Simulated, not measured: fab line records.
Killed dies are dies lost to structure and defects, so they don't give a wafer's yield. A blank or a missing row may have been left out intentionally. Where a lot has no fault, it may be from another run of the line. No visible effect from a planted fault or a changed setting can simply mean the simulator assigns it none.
Which tool was responsible? | flow n5 finfet | 10 lots, 24 wafers sampled, at 8 steps of a route of 1938

## WHAT THE GAUGES SHOWED, per wafer
N5_BEOL_M4_CD_MEAS_18: pitch 36 nm, target cd 18 nm.
lot  | measured     | on        | cd nm (nm)
L253 | day 8 07:28  | cd sem-01 | 17.7 17.8
L252 | day 8 12:20  | cd sem-01 | 17.9 18.0
L254 | day 8 16:51  | cd sem-02 | 18.0 18.0
L255 | day 8 19:31  | cd sem-01 | 17.9 17.8
L258 | day 9 19:29  | cd sem-02 | 18.0 17.9
L259 | day 9 23:29  | cd sem-01 | 16.9 16.9 17.6
L261 | day 10 08:35 | cd sem-01 | 16.6 17.2 17.9
L265 | day 11 12:37 | cd sem-03 | 18.1 18.5 17.4
L267 | day 12 02:25 | cd sem-02 | 18.7 18.3
L271 | day 12 22:36 | cd sem-02 | 18.2 17.9 18.1

N5_BEOL_M4_OVL_MEAS_29.
lot  | measured     | on         | V3_OVL (nm)
L253 | day 8 07:56  | overlay-01 | 0.5 0.4
L252 | day 8 12:49  | overlay-01 | -1.5 -0.8
L254 | day 8 17:12  | overlay-01 | -1.3 -1.1
L255 | day 8 19:52  | overlay-02 | 0.2 0.7
L258 | day 9 19:59  | overlay-01 | 0.8 0.8
L259 | day 9 23:51  | overlay-02 | 0.5 -1.2 -0.6
L261 | day 10 09:04 | overlay-02 | 1.7 1.6 1.1
L265 | day 11 12:59 | overlay-01 | 1.2 0.8 0.7
L267 | day 12 02:47 | overlay-02 | -0.9 -1.1
L271 | day 12 22:58 | overlay-02 | -1.2 -0.8 -1.5

N5_BEOL_M4_OCD_MEAS_38.
lot  | measured     | on     | trench depth nm (nm)
L253 | day 8 11:57  | ocd-01 | 56.1 55.7
L252 | day 8 16:11  | ocd-02 | 55.5 56.0
L254 | day 8 18:20  | ocd-01 | 55.1 53.3
L255 | day 8 21:17  | ocd-01 | 54.8 55.4
L258 | day 9 22:23  | ocd-02 | 54.7 55.8
L259 | day 10 01:23 | ocd-02 | 12.2 34.6 55.7
L261 | day 10 11:22 | ocd-02 | 26.5 31.4 55.1
L265 | day 11 19:12 | ocd-01 | 56.4 56.3 56.6
L267 | day 12 12:42 | ocd-02 | 54.9 55.8
L271 | day 13 03:08 | ocd-02 | 57.0 56.9 54.3

N5_BEOL_M4_RC_MEAS_101.
lot  | measured     | on        | SERP_M4 (ohm/um) | SERP_M4_max_site (ohm/um)
L253 | day 8 16:07  | prober-01 | 187 225          | 194 236
L252 | day 8 21:08  | prober-02 | 212 197          | 232 206
L254 | day 8 22:13  | prober-01 | 177 205          | 183 225
L255 | day 9 01:42  | prober-02 | 204 208          | 208 217
L258 | day 10 02:53 | prober-01 | 204 158          | 214 163
L259 | day 10 05:56 | prober-01 | ~5.4054e+05 190  | ~5.4054e+05 200
L261 | day 10 15:37 | prober-01 | ~5.4054e+05 194  | ~5.4054e+05 217
L265 | day 11 23:18 | prober-02 | 161 155 176      | 169 163 185
L267 | day 12 17:22 | prober-02 | 168 201          | 187 210
L271 | day 13 07:47 | prober-02 | 166 185 194      | 180 197 200

## WHICH TOOL RAN EACH LOT (tool, then ch and the chambers of the sampled wafers, then the start)
lot  | N5_BEOL_M3_SPUTTER_96        | N5_BEOL_M3_ANNEAL_51             | N5_BEOL_M4_ETCH_64                 | N5_BEOL_M4_ETCHBACK_99
L253 | pvd sputter-02, day 8 04:55  | rtp anneal-01 ch 0, day 8 05:09  | rie diel-01 ch 0,1, day 8 07:06    | rie diel-01 ch 0,2, day 8 11:33
L252 | pvd sputter-01, day 8 05:59  | rtp anneal-02 ch 0, day 8 06:31  | rie diel-04 ch 2, day 8 11:48      | rie diel-04 ch 1, day 8 15:47
L254 | pvd sputter-02, day 8 12:21  | rtp anneal-01 ch 0, day 8 12:33  | rie diel-04 ch 1,3, day 8 16:21    | rie diel-01 ch 1,2, day 8 17:56
L255 | pvd sputter-03, day 8 16:24  | rtp anneal-01 ch 0, day 8 16:55  | rie diel-01 ch 1,2, day 8 19:01    | rie diel-01 ch 2, day 8 20:54
L258 | pvd sputter-03, day 9 14:53  | rtp anneal-01 ch 0, day 9 15:13  | rie diel-04 ch 3, day 9 19:01      | rie diel-01 ch 1,2, day 9 21:59
L259 | pvd sputter-01, day 9 19:01  | rtp anneal-01 ch 0, day 9 19:15  | rie diel-01 ch 0,1,3, day 9 23:08  | rie diel-04 ch 2,3, day 10 01:00
L261 | pvd sputter-01, day 10 04:43 | rtp anneal-01 ch 0, day 10 05:07 | rie diel-01 ch 0,1,3, day 10 08:11 | rie diel-01 ch 0,2, day 10 10:58
L265 | pvd sputter-02, day 11 10:09 | rtp anneal-02 ch 0, day 11 10:21 | rie diel-04 ch 0,1,3, day 11 12:16 | rie diel-04 ch 1,2, day 11 18:49
L267 | pvd sputter-03, day 11 23:45 | rtp anneal-01 ch 0, day 11 23:56 | rie diel-05 ch 0,2, day 12 02:03   | rie diel-01 ch 2,3, day 12 12:18
L271 | pvd sputter-03, day 12 18:03 | rtp anneal-01 ch 0, day 12 18:23 | rie diel-05 ch 0,2,3, day 12 22:14 | rie diel-04 ch 0,3, day 13 02:44
- N5_BEOL_M3_SPUTTER_96: material Cu, target thk 4.5 nm, time 8.29 s.
- N5_BEOL_M3_ANNEAL_51: time 90 s.
- N5_BEOL_M4_ETCH_64: etches SOC in N2/H2, target depth 75 nm, overetch 22.5 nm, time 121.9 s.
- N5_BEOL_M4_ETCHBACK_99: etches SiO2 in CHF3, target depth 5 nm, time 10.4 s.

## WHAT THE TOOLS THEMSELVES READ (means of the sampled wafers that have a number; where no wafer has one, the mark that the record gives instead)
N5_BEOL_M3_SPUTTER_96.
lot  | tool           | throttle valve pct (%)
L253 | pvd sputter-02 | 29.4
L252 | pvd sputter-01 | 30.1
L254 | pvd sputter-02 | 30.2
L255 | pvd sputter-03 | 28.7
L258 | pvd sputter-03 | 29.6
L259 | pvd sputter-01 | 29.0
L261 | pvd sputter-01 | 29.0
L265 | pvd sputter-02 | 29.6
L267 | pvd sputter-03 | 29.6
L271 | pvd sputter-03 | 29.4

N5_BEOL_M3_ANNEAL_51.
lot  | tool          | wafer_temp_C_max
L253 | rtp anneal-01 | 225.71
L252 | rtp anneal-02 | 226.18
L254 | rtp anneal-01 | 225.76
L255 | rtp anneal-01 | 225.76
L258 | rtp anneal-01 | 226.34
L259 | rtp anneal-01 | 225.95
L261 | rtp anneal-01 | 225.88
L265 | rtp anneal-02 | 226.11
L267 | rtp anneal-01 | 225.92
L271 | rtp anneal-01 | 225.68

N5_BEOL_M4_ETCH_64.
lot  | tool        | chamber pressure mTorr (mTorr) | drypump motor current A (A) | oes product au (a.u.) | rf vpp V (V) | showerhead plenum p Torr (Torr) | throttle valve pct (%)
L253 | rie diel-01 | 29.975                         | 6.0                         | 0.56                  | 523.5        | 2.55                            | 18.3
L252 | rie diel-04 | 29.992                         | 5.3                         | 0.71                  | 523.2        | 2.52                            | 17.7
L254 | rie diel-04 | 30.015                         | 5.8                         | 0.67                  | 523.0        | 2.54                            | 17.6
L255 | rie diel-01 | 30.046                         | 5.5                         | 0.54                  | 525.5        | 2.59                            | 18.3
L258 | rie diel-04 | 29.989                         | 6.0                         | 0.68                  | 523.0        | 2.47                            | 17.4
L259 | rie diel-01 | 30.020                         | 6.0                         | 0.57                  | 524.3        | 2.55                            | 18.2
L261 | rie diel-01 | 29.997                         | 6.0                         | 0.56                  | 523.5        | 2.54                            | 18.2
L265 | rie diel-04 | 30.005                         | 5.8                         | 0.62                  | 522.4        | 2.50                            | 17.8
L267 | rie diel-05 | 29.979                         | 5.9                         | 0.58                  | 521.5        | 2.50                            | 18.2
L271 | rie diel-05 | 30.009                         | 5.6                         | 0.60                  | 523.1        | 2.48                            | 18.0

N5_BEOL_M4_ETCHBACK_99.
lot  | tool        | chamber pressure mTorr (mTorr) | drypump motor current A (A) | oes product au (a.u.) | rf vpp V (V) | showerhead plenum p Torr (Torr) | throttle valve pct (%)
L253 | rie diel-01 | 30.042                         | 5.8                         | 0.77                  | 236          | 2.23                            | 17.23
L252 | rie diel-04 | 29.983                         | 5.5                         | 0.84                  | 226          | 2.21                            | 17.20
L254 | rie diel-01 | 30.008                         | 5.5                         | 0.72                  | 234          | 2.20                            | 17.51
L255 | rie diel-01 | 29.975                         | 5.3                         | 0.76                  | 226          | 2.27                            | 17.29
L258 | rie diel-01 | 29.977                         | 5.5                         | 0.71                  | 235          | 2.20                            | 17.50
L259 | rie diel-04 | 29.980                         | 5.5                         | 0.68                  | 247          | 2.11                            | 16.81
L261 | rie diel-01 | 29.997                         | 6.0                         | 0.61                  | 240          | 2.21                            | 17.25
L265 | rie diel-04 | 29.995                         | 5.4                         | 0.84                  | 232          | 2.17                            | 17.11
L267 | rie diel-01 | 29.983                         | 5.7                         | 0.75                  | 237          | 2.22                            | 17.38
L271 | rie diel-04 | 30.009                         | 6.0                         | 0.83                  | 243          | 2.07                            | 16.89

## THE ANSWER, worked out from the rows above alone
Rule: what is usual is taken from the lots themselves. The widest of any qualifying gaps counts: lots, ordered by their means at a reading, are off when they make up no more than a third of the lots, leave a main group of 4 or more, and stand apart from it by 3 or more times the standard deviation of that group's means. A main group is skipped when, at the precision printed for the reading in the tables above, its means are all equal. A lot without any number at a reading at which 4 lots or more have one is off too. Where the step has rows for the other lots, those lots are counted as sound. First the gauges in route order, then the tools' own readings, where a lot's mean is used as printed above. At the first step where some lot is off, the reading lying furthest off is the one used; lots without a number count as furthest.
Off at N5_BEOL_M4_OCD_MEAS_38 (trench depth nm): L259, L261. The main group: mean 55.5 nm, standard deviation 0.65.
A tool fits if, at a process step before that reading, it ran every lot that is off, and no sound lot after the first of them. Those tools and the gauges at N5_BEOL_M4_OCD_MEAS_38 are tried in the same way. Can't be told from this: 2 tools fit, pvd sputter-01 at N5_BEOL_M3_SPUTTER_96, rie diel-01 at N5_BEOL_M4_ETCH_64.

## WHAT THE SIMULATOR HAD INSERTED
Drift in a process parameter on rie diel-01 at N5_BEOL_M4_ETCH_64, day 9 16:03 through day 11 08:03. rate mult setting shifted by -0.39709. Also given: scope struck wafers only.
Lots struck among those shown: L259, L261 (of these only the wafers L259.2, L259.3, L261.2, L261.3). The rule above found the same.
